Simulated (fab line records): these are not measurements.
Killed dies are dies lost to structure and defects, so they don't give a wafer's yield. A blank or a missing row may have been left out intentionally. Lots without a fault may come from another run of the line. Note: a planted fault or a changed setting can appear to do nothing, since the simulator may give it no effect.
What tool caused it? -- flow n5 finfet -- 10 lots with 29 wafers sampled at 5 steps, on a route of 1938 steps

## WHAT EACH GAUGE READ, for each wafer
N5_BEOL_M3_OVL_MEAS_12. Usual: M3_OVL -0.2 nm, standard deviation 0.58.
lot,measured,on,M3_OVL (nm),flag
L997,day 7 02:27,overlay-01,-0.4 -0.2 -1.2,
L999,day 7 18:50,overlay-02,0.2 -0.5 -0.2,
L100,day 8 04:01,overlay-01,-0.1 -0.1 -0.1,
L101,day 8 09:12,overlay-01,-0.6 -0.2 0.3,
L102,day 9 08:20,overlay-02,-0.2 -0.1 -0.4,
L106,day 9 19:50,overlay-01,-1.2 -1.0 -1.1,
L115,day 12 02:11,overlay-01,0.2 -0.6 0.5,
L116,day 12 04:44,overlay-01,0.2 0.0 0.7,
L117,day 12 23:14,overlay-01,-0.8 -0.5,
L118,day 13 01:11,overlay-01,-0.8 0.1 0.0,

N5_BEOL_M3_CD_MEAS_28: target cd 25.7 nm, target cd y 23.3 nm. Usual: cd nm reads 25.60 nm (standard deviation 0.22).
lot,measured,on,cd nm (nm),flag
L997,day 7 03:18,cd sem-03,26.02 26.09 25.85,
L999,day 7 19:54,cd sem-01,25.66 25.74 25.53,
L100,day 8 05:02,cd sem-02,25.72 25.61 25.45,
L101,day 8 10:07,cd sem-02,25.27 25.87 25.49,
L102,day 9 09:18,cd sem-02,25.41 25.75 25.91,
L106,day 9 20:46,cd sem-03,25.54 25.62 25.84,
L115,day 12 03:02,cd sem-03,25.24 25.50 25.75,
L116,day 12 05:42,cd sem-03,25.44 25.64 25.61,
L117,day 13 00:44,cd sem-02,25.77 25.86,
L118,day 13 02:16,cd sem-03,25.46 25.47 25.60,

N5_BEOL_M4_RC_MEAS_101. Usual: DIBL_N 36.2 mV/V, standard deviation 1.5; DIBL_P 36.4 mV/V, standard deviation 2.1; IOFF_N 0.16 nA/um, standard deviation 0.031; IOFF_P 0.21 nA/um, standard deviation 0.037; ION_N 679 uA/um, standard deviation 11; ION_P 465 uA/um, standard deviation 7.7; SS_N 71.4 mV/dec, standard deviation 0.55; SS_P 73.2 mV/dec, standard deviation 0.63; VT_N 249 mV, standard deviation 3.3; VT_P -250 mV, standard deviation 3.4.
lot,measured,on,DIBL_N (mV/V),DIBL_P (mV/V),IOFF_N (nA/um),IOFF_P (nA/um),ION_N (uA/um),ION_P (uA/um),SS_N (mV/dec),SS_P (mV/dec),VT_N (mV),VT_P (mV),flag
L997,day 7 23:35,prober-02,35.3 39.2 34.3,34.8 39.8 33.7,0.16 0.24 0.13,0.19 0.28 0.18,679 696 673,465 470 456,71.8 72.5 71.5,73.6 74.4 72.1,246 243 251,-251 -245 -254,
L999,day 8 15:56,prober-02,35.4 35.4 35.0,37.8 38.0 38.6,0.16 0.16 0.16,0.21 0.22 0.22,684 673 680,464 463 469,71.1 71.4 71.7,73.1 74.1 72.9,250 252 246,-249 -249 -248,
L100,day 9 02:04,prober-01,36.2 36.6 36.1,35.0 36.3 35.0,0.17 0.18 0.16,0.23 0.25 0.24,682 670 667,467 465 464,72.2 71.1 71.3,73.1 73.9 74.1,249 248 251,-249 -244 -244,
L101,day 9 02:43,prober-02,35.6 37.4 39.1,35.6 38.3 40.9,0.13 0.18 0.22,0.17 0.21 0.25,668 698 689,453 470 470,70.7 71.8 71.8,74.0 73.4 74.5,255 249 247,-256 -251 -250,
L102,day 10 08:14,prober-01,38.4 35.3 35.4,37.2 34.7 34.4,0.20 0.15 0.15,0.26 0.22 0.21,697 689 678,470 473 468,71.9 71.2 72.0,73.5 73.2 72.7,246 249 250,-244 -248 -249,
L106,day 10 13:52,prober-01,37.5 34.5 36.5,36.4 34.1 36.2,0.21 0.14 0.20,0.26 0.22 0.26,681 682 690,471 476 472,71.8 70.7 71.4,72.5 72.7 72.7,244 248 245,-246 -246 -246,
L115,day 12 18:43,prober-02,34.6 34.2 35.2,34.6 34.5 34.7,0.13 0.13 0.13,0.20 0.19 0.20,650 665 659,458 462 460,71.4 70.3 71.3,72.5 73.3 72.6,249 250 250,-248 -248 -247,
L116,day 12 21:07,prober-01,35.5 36.5 35.4,35.1 35.7 33.6,0.15 0.16 0.14,0.22 0.23 0.20,683 668 669,473 464 465,71.0 71.0 71.5,74.0 73.4 72.4,248 252 253,-249 -249 -250,
L117,day 13 20:05,prober-01,33.8 36.4,33.1 36.4,0.12 0.17,0.17 0.22,663 692,462 474,70.7 71.4,72.3 73.4,251 245,-253 -247,
L118,day 14 03:27,prober-01,38.0 35.9 34.6,39.9 36.3 34.2,0.19 0.15 0.13,0.26 0.20 0.17,672 660 675,464 453 457,71.5 71.2 71.2,73.8 73.0 72.9,249 252 250,-245 -250 -249,

## WHICH TOOL RAN EACH LOT (tool, then ch and the chambers of the sampled wafers, then the start)
lot,N5_BEOL_M3_DESCUM_16,N5_BEOL_M3_COAT_68
L997,"rie diel-04 ch 0,1,2, day 7 02:33","litho track-01 ch 0, day 7 03:01"
L999,"rie diel-06 ch 0,1,2, day 7 18:56","litho track-02 ch 0, day 7 19:37"
L100,"rie diel-04 ch 1,2,3, day 8 04:10","litho track-01 ch 0, day 8 04:38"
L101,"rie diel-04 ch 1,3, day 8 09:17","litho track-01 ch 0, day 8 09:50"
L102,"rie diel-04 ch 0,1,2, day 9 08:33","litho track-04 ch 0, day 9 09:01"
L106,"rie diel-06 ch 0,2,3, day 9 19:55","litho track-02 ch 0, day 9 20:29"
L115,"rie diel-05 ch 0,1, day 12 02:17","litho track-01 ch 0, day 12 02:46"
L116,"rie diel-06 ch 1,2, day 12 04:50","litho track-01 ch 0, day 12 05:18"
L117,"rie diel-04 ch 1,2, day 12 23:49","litho track-02 ch 0, day 13 00:19"
L118,"rie diel-05 ch 1,2,3, day 13 01:24","litho track-02 ch 0, day 13 01:52"
- N5_BEOL_M3_DESCUM_16: chemistry O2, time 7 s.
- N5_BEOL_M3_COAT_68: time 60 s, resist thk 12 nm.

## WHAT THE TOOLS THEMSELVES READ (means of the sampled wafers that have a number; where no wafer has one, the mark that the record gives instead)
N5_BEOL_M3_DESCUM_16. Usual: drypump motor current A 5.7 A, standard deviation 0.4; oes product au 0.78 a.u., standard deviation 0.081; rf vpp V 243.5 V, standard deviation 1.5; showerhead plenum p Torr 2.11 Torr, standard deviation 0.093; throttle valve pct 20.51 %, standard deviation 0.27.
lot,tool,drypump motor current A (A),oes product au (a.u.),rf vpp V (V),showerhead plenum p Torr (Torr),throttle valve pct (%),flag
L997,rie diel-04,6.0,0.77,243.0,2.10,20.58,
L999,rie diel-06,5.6,0.92,244.9,2.20,20.15,
L100,rie diel-04,5.8,0.71,242.9,2.11,20.69,
L101,rie diel-04,6.0,0.72,243.7,2.18,20.68,
L102,rie diel-04,5.9,0.75,243.1,2.09,20.62,
L106,rie diel-06,5.8,0.88,244.0,2.18,20.27,
L115,rie diel-05,5.6,0.78,241.6,2.00,20.38,
L116,rie diel-06,5.6,0.87,244.5,2.16,20.05,
L117,rie diel-04,5.8,0.69,242.6,2.06,20.59,
L118,rie diel-05,5.2,0.73,242.1,2.01,20.55,

N5_BEOL_M3_COAT_68. Usual: spin speed rpm reads 1500.2 rpm (standard deviation 1).
lot,tool,spin speed rpm (rpm),flag
L997,litho track-01,1500.3,
L999,litho track-02,1499.7,
L100,litho track-01,1499.2,
L101,litho track-01,1499.8,
L102,litho track-04,1499.9,
L106,litho track-02,1500.2,
L115,litho track-01,1463.7,OFF
L116,litho track-01,1463.0,OFF
L117,litho track-02,1500.7,
L118,litho track-02,1501.0,

## THE ANSWER, worked out from the rows above alone
Rule: a lot is off if the mean of its wafers that have a number lies more than 3 standard deviations from the usual mean. A lot without any number at a reading at which 4 lots or more have one is off too. Any other lot the step has rows for is counted as sound. Order of review: gauges by route order, followed by the tools' own readings, for which a lot's mean as printed above is used. The first step at which some lot is off is used, and at that step the reading that is off furthest; a lot without a number counts as furthest.
Off at N5_BEOL_M3_COAT_68 (spin speed rpm): L115, L116.
A tool fits if, at that step or a process step before it, it ran every lot that is off, and no sound lot after the first of them. One candidate fits, namely litho track-01 at N5_BEOL_M3_COAT_68. A fault onset in the window from L101 (day 8 09:50, its last sound lot) to L115 (day 12 02:46, its first lot off) fits.
The tool's own readings at N5_BEOL_M3_COAT_68 bear it out: on the lots that are off they differ by more than 5 times the standard deviation of the sound lots' means. spin speed rpm reads 1463.3 rpm there against 1500.1 rpm on the sound lots.

## WHAT THE SIMULATOR PUT IN
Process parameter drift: litho track-01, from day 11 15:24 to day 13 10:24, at N5_BEOL_M3_COAT_68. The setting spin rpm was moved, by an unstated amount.
Lots struck among those shown: L115, L116. The rule above reached the same finding.
